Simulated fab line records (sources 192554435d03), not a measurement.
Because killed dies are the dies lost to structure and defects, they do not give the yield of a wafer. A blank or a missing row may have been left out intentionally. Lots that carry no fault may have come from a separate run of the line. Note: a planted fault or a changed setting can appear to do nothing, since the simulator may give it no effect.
One fault through the eyes of 3 desks + flow n5 finfet + each desk holds nothing but its own numbers, with what lay behind them at the end

== METROLOGY DESK ==
Lot by lot, what the gauges showed, no matter which tool ran the lot: averages of those sampled wafers that carry a number. If a lot's mean is further than 4 standard deviations from the usual mean, the lot is out of limits and carries the mark OUT (the distance appears in the brackets).
Columns: A = cd nm at N5_BEOL_M14_CD_MEAS_28, usual 284.1 nm; B = M14_OVL at N5_BEOL_M14_OVL_MEAS_29, usual 3 nm; C = trench depth nm at N5_BEOL_M14_OCD_MEAS_35, usual 552 nm
| lot  | first seen here | A     | B  | C   |
|------|-----------------|-------|----|-----|
| L160 | day 12 01:58    | 283.1 | -2 | 561 |
| L163 | day 13 12:47    | 283.6 | 0  | 557 |
| L173 | day 15 11:35    | 284.4 | -5 | 547 |
| L175 | day 16 08:23    | 285.0 | 0  | 557 |
| L176 | day 16 19:59    | 286.9 | 8  | 549 |
Result from this desk: across the 5 lots, nothing is out of limits.

== THE DEFECT DESK ==
Counts from the inspections along the route, per lot, as means over the sampled wafers that have a number. If a lot's mean is further than 4 standard deviations from the usual mean, the lot is out of limits and carries the mark OUT (the distance appears in the brackets).
Columns: A = raw defect count at N5_BEOL_M14_INSPECT_30, usual 2.1
| lot  | first seen here | A   |
|------|-----------------|-----|
| L160 | day 12 02:01    | 3.3 |
| L163 | day 13 12:50    | 3.0 |
| L173 | day 15 11:39    | 2.5 |
| L175 | day 16 08:27    | 2.7 |
| L176 | day 16 20:02    | 2.0 |
Result from this desk: across the 5 lots, nothing is out of limits.

== TOOL OWNER'S DESK, rie diel-02 ==
The tool's own readings at N5_BEOL_M14_ETCH_38 (etches SiCN in CF4/N2, target depth 106.5 nm, time 120.6 s): means of the sampled wafers that have a number, for each lot that ran on this tool. If a lot's mean is further than 4 standard deviations from the usual mean, the lot is out of limits and carries the mark OUT (the distance appears in the brackets).
Columns: A = drypump motor current A at N5_BEOL_M14_ETCH_38, usual 5.5 A; B = oes product au at N5_BEOL_M14_ETCH_38, usual 0.77 a.u.; C = rf vpp V at N5_BEOL_M14_ETCH_38, usual 381.9 V; D = showerhead plenum p Torr at N5_BEOL_M14_ETCH_38, usual 2.20 Torr; E = throttle valve pct at N5_BEOL_M14_ETCH_38, usual 15.61 %
| lot  | first seen here | A   | B    | C     | D    | E     |
|------|-----------------|-----|------|-------|------|-------|
| L163 | day 13 14:36    | 5.2 | 0.70 | 382.2 | 2.21 | 15.97 |
| L173 | day 15 13:34    | 5.2 | 0.68 | 381.2 | 2.19 | 15.58 |
Result from this desk: across the 2 lots, nothing is out of limits.

== PUT TOGETHER ==
Metrology desk: nothing out of limits seen.
Nothing the defect desk looked at was out of limits.
The desk of the tool owner found nothing out of limits.

== WHAT THE SIMULATOR HAD INSERTED ==
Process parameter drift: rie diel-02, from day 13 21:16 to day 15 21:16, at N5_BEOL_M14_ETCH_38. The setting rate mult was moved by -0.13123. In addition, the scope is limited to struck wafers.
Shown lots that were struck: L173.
